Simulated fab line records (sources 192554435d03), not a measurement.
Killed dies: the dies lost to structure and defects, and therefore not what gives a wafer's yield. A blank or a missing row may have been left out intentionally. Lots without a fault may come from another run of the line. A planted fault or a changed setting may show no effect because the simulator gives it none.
fab line records	flow n5-finfet	part 2 of 2: steps 5 to 6 of 6
[record] lots = 19	wafers = 57	last-day = 19
route steps=1938 shown GATE_CUT@510 MOL_CONTACT_COAG@530
lots that met no fault: taken from a fault-free run of the same line
start-h: hours from the record's opening day to when the first of the lot's shown wafers began	wait-h: hours elapsed since this lot's preceding step	" the same as in the row above	L1.1+2: a single row standing in for several wafers	- no value, or no start was given	* or withheld: withheld	< > ~ a bound
route shown NAME@n: a module of which the file shows steps, and the number in the route of the first	usual: the fault-free wafers' mean and standard deviation	same: alike in all rows	chamber/n: place in a boat	sites: readings site by site	_std_site: how widely they spread, as a standard deviation	_edge_site: mean of outer sites minus mean of inner sites	radius-mm: for every site, how far away it sits from the centre of the wafer	mask NAME#n: copy n	behind: the tool/chamber that last shaped the wafer	hold: why the lot was held/for how many hours/how that ended	device: which transistor (n, p or np) failed to switch	end of line: the route-end tests of the same wafers	for a step that has no rows: nothing shown but its recipe	killed: dies that structure and defects cost at the first sort, which is not the same as the wafer's yield	map: the dies of a wafer, with x for killed, . for not killed, _ for no die there
set.NAME: the run value of the setting; set.NAME@STEP: its run value at that earlier step	model.NAME: the simulator's own value behind a step, which no gauge read
steps of the route over a sample of lots; a table a step, a row a wafer
services: a tool's chamber out of use, with start hour (start-h, from the record's first day; less than 0 if before it), hours out, and reason
[[steps]]
[step N5_MOL_CONTACT_COAG_ETCHBACK_132]
[recipe] chemistry = CHF3	target = SiO2	target-depth-a = 100	time-s = 6.7	ion-energy-ev = 200	pressure-mtorr = 30	source-w = 610	bias-w = 170	Ar_flow_sccm = 200	CHF3_flow_sccm = 50
[usual] CHF3_flow_sccm = 49.99/0.15	bias-w = 170.0/0.5	drypump-motor-current-A = 5.9/0.48	oes_ar_750_au = 0.79/0.09	oes-product-au = 0.79/0.098	rf-fwd-power-W = 601.1/2.5	rf-vpp-V = 527/8.7	showerhead-plenum-p-Torr = 2.35/0.077	throttle-valve-pct = 18.74/0.28
lot.wafer	tool	chamber	start-h	wait-h	CHF3_flow_sccm	bias-w	drypump-motor-current-A	oes_ar_750_au	oes-product-au	rf-fwd-power-W	rf-hours-counter-h	rf-vpp-V	showerhead-plenum-p-Torr	throttle-valve-pct
L076.1	rie-diel-01	1	117.32	0.2	50.14	169.3	5.7	0.94	0.96	601.1	6	530	2.33	18.65
L076.4	"	2	"	"	49.78	169.6	6.5	0.77	0.78	598.6	135	522	2.28	19.01
L076.5	"	1	"	"	50.25	169.9	5.8	0.94	0.97	601.9	-	528	2.33	18.65
L077.1	rie-diel-04	3	117.99	0.1	50.07	169.7	5.2	0.72	0.70	600.1	211	541	2.27	18.60
L077.4	"	3	"	"	50.04	169.9	5.2	0.70	0.71	601.4	-	542	2.27	18.61
L077.5	"	1	"	"	50.04	170.1	6.4	0.68	0.67	603.9	-	538	2.45	18.80
L078.1	rie-diel-03	1	123.89	0.1	50.05	169.9	5.2	0.70	0.69	596.5	234	528	2.45	18.72
L078.3	"	3	"	"	50.08	168.9	6.5	0.73	0.72	604.2	188	522	2.45	18.65
L078.4	"	2	"	"	50.09	169.2	5.3	0.79	0.79	603.1	103	529	2.31	18.39
L079.1	rie-diel-01	0	133.61	0.1	49.99	170.8	6.4	0.74	0.72	601.8	175	515	2.48	19.05
L079.4	"	3	"	"	49.88	169.9	5.9	0.94	0.97	602.3	17	522	2.34	18.27
L079.6	"	1	"	"	50.20	170.7	5.7	0.92	0.92	599.5	-	530	2.32	18.67
L080.1	rie-diel-04	0	137.61	0.2	49.97	169.3	6.0	0.78	0.77	603.7	116	521	2.40	19.10
L080.4	"	3	"	"	49.83	170.2	5.2	0.70	0.71	600.2	-	542	2.26	18.62
L080.6	"	0	"	"	50.18	169.0	6.0	0.77	0.77	604.9	-	523	2.40	19.10
L081.1	rie-diel-01	0	145.35	0.1	50.04	170.4	6.4	0.73	0.72	600.8	178	513	2.48	19.05
L081.3	"	3	"	"	50.03	169.5	6.0	0.93	0.95	599.4	21	523	2.34	18.26
L081.4	"	1	"	"	50.19	170.1	5.7	0.91	0.93	598.6	15	529	2.32	18.68
L083.2	rie-diel-04	3	157.11	0.1	50.26	169.8	5.2	0.70	0.70	602.2	228	541	2.26	18.65
L083.4	"	3	"	"	50.01	169.6	5.2	0.70	0.70	599.2	-	544	2.26	18.63
L083.6	"	0	"	"	50.07	170.3	6.0	0.77	0.75	604.1	-	522	2.40	19.13
L086.1	rie-diel-04	3	179.58	0.1	50.13	170.3	5.2	0.69	0.70	602.5	237	542	2.26	18.65
L086.5	"	1	"	"	49.97	169.5	6.4	0.96	0.97	603.0	-	537	2.45	18.39
L086.6	"	2	"	"	49.95	170.1	5.6	0.72	0.72	603.8	-	541	2.27	18.95
L087.1	rie-diel-04	3	185.20	0.1	49.96	169.3	5.2	0.70	0.69	601.9	239	543	2.26	18.66
L087.2	"	1	"	"	49.83	169.9	6.4	0.94	0.95	606.8	2	538	2.44	18.39
L087.5	"	2	"	"	49.90	169.7	5.6	0.71	0.72	598.3	-	540	2.27	18.94
L088.1	rie-diel-03	3	188.61	0.1	50.07	170.0	6.5	0.72	0.72	601.2	209	521	2.44	18.69
L088.3	"	0	"	"	49.94	170.4	5.6	0.69	0.69	597.5	226	525	2.27	18.75
L088.6	"	3	"	"	50.07	169.3	6.5	0.72	0.72	600.3	-	522	2.44	18.68
L089.2	rie-diel-01	0	192.58	0.2	50.05	169.8	6.4	0.72	0.70	601.0	194	514	2.47	19.07
L089.3	"	3	"	"	50.01	170.1	5.9	0.91	0.93	600.0	35	522	2.33	18.30
L089.6	"	1	"	"	49.84	170.0	5.7	0.88	0.89	600.6	-	529	2.32	18.68
L090.3	rie-diel-04	1	199.88	0.3	49.84	169.6	6.4	0.91	0.93	606.6	8	538	2.44	18.40
L090.4	"	2	"	"	49.84	169.9	5.6	0.71	0.72	600.7	191	540	2.27	18.95
L090.5	"	0	"	"	49.84	169.5	6.0	0.76	0.75	606.0	-	521	2.39	19.15
L091.1	rie-diel-01	1	200.69	0.2	49.84	170.0	5.8	0.87	0.89	599.5	34	530	2.31	18.69
L091.2	"	3	"	"	50.01	170.4	5.9	0.90	0.91	600.9	40	523	2.33	18.29
L091.6	"	0	"	"	50.06	169.9	6.4	0.71	0.70	598.8	-	514	2.47	19.10
L092.1	rie-diel-03	0	210.66	0.1	49.89	169.6	5.6	0.68	0.67	599.2	237	524	2.26	18.77
L092.2	"	3	"	"	49.99	169.9	6.5	0.71	0.70	600.3	220	522	2.44	18.70
L092.6	"	2	"	"	49.92	169.7	5.3	0.77	0.76	604.2	-	528	2.30	18.44
L093.1	rie-diel-01	0	217.13	0.1	50.06	170.3	6.5	0.71	0.70	605.3	205	514	2.47	19.10
L093.4	"	1	"	"	50.20	169.5	5.8	0.87	0.89	597.7	39	529	2.31	18.71
L093.6	"	1	"	"	50.15	169.2	5.8	0.86	0.88	599.1	-	530	2.31	18.72
L094.1	rie-diel-01	1	222.31	0.1	49.90	170.5	5.7	0.86	0.87	601.3	41	530	2.31	18.70
L094.2	"	3	"	"	49.75	170.7	5.9	0.89	0.90	598.7	49	524	2.33	18.32
L094.5	"	0	"	"	50.15	169.9	6.4	0.71	0.71	600.8	-	512	2.47	19.09
L095.2	rie-diel-03	0	227.75	0.1	50.01	170.4	5.6	0.67	0.67	601.2	246	525	2.26	18.78
L095.5	"	2	"	"	50.24	169.3	5.3	0.76	0.76	602.5	-	528	2.29	18.45
L095.6	"	3	"	"	49.89	169.8	6.5	0.71	0.69	603.0	-	522	2.43	18.69
L096.2	rie-diel-01	0	238.68	0.1	50.09	169.8	6.4	0.71	0.70	600.9	211	514	2.46	19.09
L096.4	"	1	"	"	50.18	169.7	5.8	0.85	0.86	601.1	47	529	2.31	18.71
L096.5	"	0	"	"	50.02	170.0	6.4	0.70	0.70	602.2	-	512	2.47	19.10
L097.2	rie-diel-03	2	239.57	0.1	50.07	170.5	5.3	0.75	0.76	602.8	148	530	2.29	18.46
L097.3	"	3	"	"	49.97	169.5	6.5	0.71	0.70	601.3	228	522	2.43	18.72
L097.6	"	2	"	"	50.03	170.0	5.3	0.76	0.75	605.5	-	529	2.29	18.46
[step N5_MOL_CONTACT_COAG_STRIP_96]
[recipe] chemistry = N2/H2	power-w = 500	temp-c = 40	pressure-mtorr = 50	rf-frequency-hz = 6e+07	overash-fraction = 0.3	bias-power-w = 28	h2-frac = 0.5	n2-flow-sccm = 300	h2-flow-sccm = 300
[usual] drypump-motor-current-A = 6.0/0.48	oes-product-au = 0.79/0.1	power-w = 500.1/1.4	rf-vpp-V = 121.7/1.3	showerhead-plenum-p-Torr = 3.31/0.11	throttle-valve-pct = 19.0/0.46
lot.wafer	tool	chamber	start-h	wait-h	drypump-motor-current-A	oes-product-au	power-w	rf-hours-counter-h	rf-vpp-V	showerhead-plenum-p-Torr	throttle-valve-pct
L076.1	rie-diel-01	1	117.55	0.0	5.8	0.96	496.9	6	122.5	3.30	18.7
L076.4	"	2	"	"	6.6	0.77	500.8	135	121.3	3.23	19.7
L076.5	"	1	"	"	5.8	0.96	496.7	-	121.6	3.30	18.7
L077.1	rie-diel-04	3	118.22	0.0	5.2	0.71	500.7	212	119.3	3.18	18.6
L077.4	"	3	"	"	5.2	0.71	499.5	-	120.5	3.18	18.6
L077.5	"	1	"	"	6.4	0.67	502.6	-	120.3	3.46	19.2
L078.1	rie-diel-03	1	124.11	0.0	5.2	0.70	499.3	234	122.1	3.46	19.0
L078.3	"	3	"	"	6.5	0.73	502.9	188	124.2	3.48	19.2
L078.4	"	2	"	"	5.3	0.79	501.3	103	119.0	3.25	18.6
L079.1	rie-diel-01	0	133.83	0.0	6.4	0.73	500.9	175	122.5	3.46	19.1
L079.4	"	3	"	"	6.0	0.97	502.4	17	121.1	3.27	18.1
L079.6	"	1	"	"	5.8	0.96	498.4	-	122.1	3.30	18.7
L080.1	rie-diel-04	0	137.83	0.0	6.0	0.75	498.9	116	120.7	3.38	19.5
L080.4	"	3	"	"	5.2	0.71	501.8	-	121.4	3.18	18.6
L080.6	"	0	"	"	6.0	0.76	500.0	-	120.1	3.38	19.5
L081.1	rie-diel-01	0	145.57	0.0	6.4	0.72	499.6	178	122.6	3.46	19.1
L081.3	"	3	"	"	6.0	0.96	499.5	21	123.2	3.27	18.1
L081.4	"	1	"	"	5.8	0.94	502.0	15	121.3	3.30	18.7
L083.2	rie-diel-04	3	157.33	0.0	5.2	0.70	497.6	228	120.9	3.17	18.6
L083.4	"	3	"	"	5.2	0.70	501.3	-	120.3	3.17	18.6
L083.6	"	0	"	"	6.0	0.76	498.5	-	121.3	3.37	19.5
L086.1	rie-diel-04	3	179.80	0.0	5.2	0.69	502.1	237	121.2	3.17	18.6
L086.5	"	1	"	"	6.4	0.98	502.9	-	124.2	3.45	18.8
L086.6	"	2	"	"	5.6	0.72	499.8	-	119.9	3.21	19.3
L087.1	rie-diel-04	3	185.42	0.0	5.2	0.69	500.9	239	121.3	3.17	18.6
L087.2	"	1	"	"	6.4	0.96	497.9	2	121.1	3.45	18.7
L087.5	"	2	"	"	5.6	0.72	497.7	-	122.0	3.21	19.3
L088.1	rie-diel-03	3	188.84	0.0	6.5	0.71	501.3	209	122.9	3.47	19.2
L088.3	"	0	"	"	5.6	0.68	497.8	226	122.4	3.21	19.1
L088.6	"	3	"	"	6.5	0.71	501.7	-	123.0	3.47	19.2
L089.2	rie-diel-01	0	192.80	0.0	6.4	0.70	499.2	194	121.8	3.45	19.1
L089.3	"	3	"	"	5.9	0.93	500.8	35	122.8	3.26	18.1
L089.6	"	1	"	"	5.8	0.91	499.4	-	120.5	3.29	18.7
L090.3	rie-diel-04	1	200.11	0.0	6.4	0.94	502.5	8	120.7	3.45	18.8
L090.4	"	2	"	"	5.6	0.71	501.1	191	120.0	3.20	19.3
L090.5	"	0	"	"	6.0	0.74	500.3	-	120.9	3.37	19.6
L091.1	rie-diel-01	1	200.92	0.0	5.8	0.89	500.7	34	121.9	3.29	18.7
L091.2	"	3	"	"	6.0	0.92	500.9	40	120.8	3.26	18.1
L091.6	"	0	"	"	6.4	0.71	502.2	-	121.9	3.45	19.1
L092.1	rie-diel-03	0	210.88	0.0	5.7	0.68	500.6	237	119.5	3.21	19.1
L092.2	"	3	"	"	6.5	0.70	501.0	220	125.3	3.47	19.2
L092.6	"	2	"	"	5.3	0.75	500.6	-	122.6	3.23	18.7
L093.1	rie-diel-01	0	217.35	0.0	6.4	0.71	501.2	205	124.8	3.45	19.1
L093.4	"	1	"	"	5.8	0.90	501.7	39	120.4	3.28	18.7
L093.6	"	1	"	"	5.8	0.91	501.1	-	120.9	3.28	18.7
L094.1	rie-diel-01	1	222.54	0.0	5.8	0.89	499.8	41	121.6	3.28	18.7
L094.2	"	3	"	"	6.0	0.91	500.7	49	120.3	3.25	18.1
L094.5	"	0	"	"	6.4	0.70	500.4	-	123.2	3.45	19.1
L095.2	rie-diel-03	0	227.97	0.0	5.6	0.68	500.9	246	121.9	3.20	19.1
L095.5	"	2	"	"	5.3	0.75	497.7	-	121.7	3.23	18.7
L095.6	"	3	"	"	6.5	0.70	500.3	-	123.3	3.47	19.2
L096.2	rie-diel-01	0	238.91	0.0	6.4	0.70	501.6	211	123.3	3.44	19.1
L096.4	"	1	"	"	5.8	0.88	500.7	47	121.0	3.28	18.8
L096.5	"	0	"	"	6.5	0.69	501.0	-	121.7	3.44	19.1
L097.2	rie-diel-03	2	239.80	0.0	5.3	0.75	502.1	148	121.4	3.23	18.7
L097.3	"	3	"	"	6.5	0.68	497.3	228	120.8	3.46	19.3
L097.6	"	2	"	"	5.3	0.75	502.8	-	122.1	3.22	18.7
[[services]]
tool	chamber	start-h	hours	kind
ald-sin-03	-	78.53	14.6	pm
ald-sin-02	0	78.91	3.3	repair
cmp-02	-	84.87	1.1	repair
ald-sin-01	-	85.61	14.0	pm
rie-diel-03	3	86.91	5.4	repair
cmp-04	-	88.49	0.9	repair
rie-diel-01	0	100.51	13.7	repair
rie-diel-04	2	110.41	45.9	repair
cmp-02	-	110.86	0.5	repair
rie-diel-04	-	115.75	0.4	repair
ald-sin-03	3	135.05	4.0	repair
cmp-04	-	145.15	4.0	pm
cmp-02	-	146.21	7.9	repair
rie-diel-04	0	159.67	9.2	repair
rie-diel-04	3	166.89	6.3	repair
cmp-02	-	171.78	1.0	repair
ald-sin-03	-	176.99	14.0	pm
ald-sin-01	-	183.32	0.7	repair
rie-diel-01	2	196.01	16.2	repair
cmp-02	-	220.30	7.3	pm
ald-sin-01	-	226.50	0.6	repair
cmp-02	-	231.15	6.5	repair
rie-diel-01	0	236.26	2.0	repair
cmp-02	-	238.36	4.0	pm
